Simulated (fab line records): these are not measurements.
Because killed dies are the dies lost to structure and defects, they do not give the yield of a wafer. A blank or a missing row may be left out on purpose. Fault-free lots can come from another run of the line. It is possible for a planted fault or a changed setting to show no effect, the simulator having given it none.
Which tool did it?	flow n5-finfet	Sampling: 10 lots, 30 wafers, 5 of 1938 route steps

## WHAT EACH GAUGE READ, for each wafer
N5_BEOL_M4_RC_MEAS_101. Usual: DIBL_N 36.4 mV/V, standard deviation 1.5; DIBL_P 36.6 mV/V, standard deviation 1.9; IOFF_N 0.155 nA/um, standard deviation 0.021; IOFF_P 0.211 nA/um, standard deviation 0.028; ION_N 671 uA/um, standard deviation 8.6; ION_P 462 uA/um, standard deviation 5.8; SS_N 71.5 mV/dec, standard deviation 0.5; SS_P 73.4 mV/dec, standard deviation 0.58; VT_N 250.1 mV, standard deviation 2.4; VT_P -250.1 mV, standard deviation 3.
lot	measured	on	DIBL_N (mV/V)	DIBL_P (mV/V)	IOFF_N (nA/um)	IOFF_P (nA/um)	ION_N (uA/um)	ION_P (uA/um)	SS_N (mV/dec)	SS_P (mV/dec)	VT_N (mV)	VT_P (mV)	flag
L897	day 8 08:29	prober-01	35.7 36.7 35.8	35.7 36.6 35.5	0.152 0.157 0.149	0.207 0.215 0.198	677 676 664	464 468 460	71.3 71.8 71.7	73.3 73.8 74.5	249.9 249.4 251.1	-250.3 -251.7 -249.5	
L901	day 8 22:37	prober-01	34.9 34.0 33.9	34.8 33.9 33.5	0.137 0.129 0.126	0.224 0.204 0.202	657 661 660	464 463 466	70.6 70.9 71.0	72.8 72.6 72.7	254.1 256.0 249.6	-246.3 -251.0 -251.1	
L902	day 9 15:51	prober-02	36.5 34.8 36.1	36.7 33.9 36.1	0.155 0.126 0.144	0.208 0.179 0.205	673 664 669	460 459 462	71.6 71.2 71.3	73.4 72.0 73.7	250.9 250.4 252.1	-250.0 -253.1 -252.4	
L905	day 10 08:18	prober-02	37.3 36.9 38.4	36.8 34.5 37.2	0.157 0.142 0.170	0.208 0.175 0.222	676 670 679	460 454 466	71.5 71.5 71.0	73.1 72.3 73.1	250.6 249.8 250.6	-246.9 -251.8 -248.8	
L906	day 10 14:41	prober-02	35.1 34.4 33.7	37.2 36.2 35.3	0.155 0.144 0.133	0.237 0.221 0.204	672 669 662	468 458 461	71.5 71.2 71.7	73.1 73.0 72.8	249.5 250.6 252.6	-246.7 -246.5 -252.6	
L907	day 10 21:17	prober-02	38.7 37.9 35.8	38.5 37.2 34.8	0.179 0.162 0.128	0.225 0.197 0.170	667 675 660	459 458 449	71.6 72.3 71.3	74.1 73.1 73.0	249.6 250.2 255.4	-251.0 -252.6 -253.6	
L913	day 12 04:40	prober-01	37.4 37.3 37.6	37.4 37.3 37.9	0.165 0.157 0.167	0.216 0.215 0.225	673 661 669	456 459 466	72.4 72.3 71.7	73.7 73.1 73.4	249.8 250.2 250.1	-250.1 -250.8 -247.8	
L912	day 12 09:46	prober-01	37.7 37.2 38.2	37.4 37.2 38.3	0.158 0.149 0.169	0.238 0.240 0.260	669 665 671	463 462 471	72.0 71.5 71.9	73.7 73.4 73.4	249.9 249.9 249.4	-249.9 -250.2 -246.3	
L918	day 13 09:25	prober-01	32.6 34.9 34.2	33.7 35.5 34.8	0.128 0.152 0.143	0.168 0.209 0.188	670 677 679	469 471 467	71.4 71.3 71.7	72.8 73.7 73.1	252.5 249.9 251.6	-250.6 -246.6 -253.1	
L919	day 13 20:34	prober-02	37.5 36.8 38.2	37.3 37.3 38.1	0.160 0.155 0.175	0.168 0.173 0.183	675 675 691	452 458 461	72.1 70.9 71.8	73.6 73.6 73.1	248.8 248.2 247.3	-257.4 -256.5 -256.1	

N5_BEOL_M15_THK_MEAS_50: measures by xrf. Usual: M15_THK gives 875 nm (standard deviation 15).
lot	measured	on	M15_THK (nm)	flag
L897	day 12 10:38	film-metro-02	888 875 896	
L901	day 12 18:02	film-metro-01	876 892 897	
L902	day 13 05:20	film-metro-01	884 904 889	
L905	day 13 22:40	film-metro-02	861 880 844	
L906	day 14 00:56	film-metro-02	893 857 873	
L907	day 14 11:31	film-metro-02	859 883 859	
L913	day 16 01:25	film-metro-01	- - -	OFF
L912	day 16 00:41	film-metro-02	- - -	OFF
L918	day 17 02:03	film-metro-01	876 896 873	
L919	day 17 14:40	film-metro-01	872 864 877	

N5_BEOL_M15_RS_MEAS_54: the measuring method here is four-point-probe. Usual: M15_RS gives 0.0216 ohm/sq (standard deviation 0.00035).
lot	measured	on	M15_RS (ohm/sq)	flag
L897	day 12 10:46	film-metro-02	0.0211 0.0214 0.0210	
L901	day 12 18:10	film-metro-02	0.0213 0.0211 0.0209	
L902	day 13 05:28	film-metro-02	0.0216 0.0211 0.0216	
L905	day 13 22:48	film-metro-01	0.0219 0.0214 0.0224	
L906	day 14 01:04	film-metro-01	0.0211 0.0221 0.0217	
L907	day 14 11:39	film-metro-02	0.0220 0.0213 0.0219	
L913	day 16 01:32	film-metro-02	32.341 32.176 32.487	OFF
L912	day 16 00:50	film-metro-02	33.184 32.947 32.641	OFF
L918	day 17 02:11	film-metro-01	0.0218 0.0214 0.0219	
L919	day 17 14:47	film-metro-02	0.0217 0.0219 0.0215	

## WHICH TOOL RAN EACH LOT (tool, then ch and the chambers of the sampled wafers, then the start)
lot	N5_BEOL_M15_ECD_47	N5_BEOL_M15_ANNEAL_48
L897	ecd-cu-01 ch 0,1, day 12 09:46	rtp-anneal-01 ch 0, day 12 10:03
L901	ecd-cu-01 ch 0,1, day 12 17:02	rtp-anneal-02 ch 0, day 12 17:26
L902	ecd-cu-01 ch 0,1, day 13 04:29	rtp-anneal-01 ch 0, day 13 04:47
L905	ecd-cu-02 ch 1, day 13 21:50	rtp-anneal-02 ch 0, day 13 22:05
L906	ecd-cu-01 ch 1, day 14 00:06	rtp-anneal-02 ch 0, day 14 00:20
L907	ecd-cu-01 ch 0,1, day 14 10:44	rtp-anneal-02 ch 0, day 14 11:01
L913	ecd-cu-01 ch 0,1, day 16 00:34	rtp-anneal-01 ch 0, day 16 00:49
L912	ecd-cu-01 ch 0,1, day 15 23:38	rtp-anneal-01 ch 0, day 16 00:05
L918	ecd-cu-02 ch 0,1, day 17 00:38	rtp-anneal-02 ch 0, day 17 01:29
L919	ecd-cu-02 ch 0,1, day 17 13:53	rtp-anneal-01 ch 0, day 17 14:10
- N5_BEOL_M15_ECD_47: material Cu, target thk 1860 nm.
- N5_BEOL_M15_ANNEAL_48: time 90 s.

## WHAT THE TOOLS THEMSELVES READ (means of the sampled wafers that have a number; where no wafer has one, the mark that the record gives instead)
N5_BEOL_M15_ANNEAL_48. Usual: 226.24 for wafer_temp_C_max, sd 0.27.
lot	tool	wafer_temp_C_max	flag
L897	rtp-anneal-01	226.03	
L901	rtp-anneal-02	226.25	
L902	rtp-anneal-01	226.23	
L905	rtp-anneal-02	226.35	
L906	rtp-anneal-02	226.16	
L907	rtp-anneal-02	226.24	
L913	rtp-anneal-01	226.26	
L912	rtp-anneal-01	226.00	
L918	rtp-anneal-02	226.17	
L919	rtp-anneal-01	226.15	

## THE ANSWER, worked out from the rows above alone
Rule: a lot is off if the mean of its wafers that have a number lies more than 3 standard deviations from the usual mean. Also off: a lot with no number at a reading for which 4 or more lots have one. The other lots that the step has rows for count as sound. First the gauges in route order, then the tools' own readings, where a lot's mean is used as printed above. The first step at which some lot is off is used, and at that step the reading that is off furthest; a lot without a number counts as furthest.
Off: L913, L912, seen at N5_BEOL_M15_THK_MEAS_50 (M15_THK). Without a number there: L913, L912.
A tool fits if, at a process step before that reading, it ran every lot that is off, and no sound lot after the first of them. Those tools and the gauges at N5_BEOL_M15_THK_MEAS_50 are tried in the same way. One fits: ecd-cu-01 at N5_BEOL_M15_ECD_47. A fault onset in the window from L907 (day 14 10:44, its last sound lot) to L912 (day 15 23:38, its first lot off) fits.

## WHAT THE SIMULATOR PUT IN
Beginning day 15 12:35, the whole step at N5_BEOL_M15_ECD_47 was skipped on ecd-cu-01. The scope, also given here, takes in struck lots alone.
Shown lots that were struck: L913, L912. The same result came from the rule above.
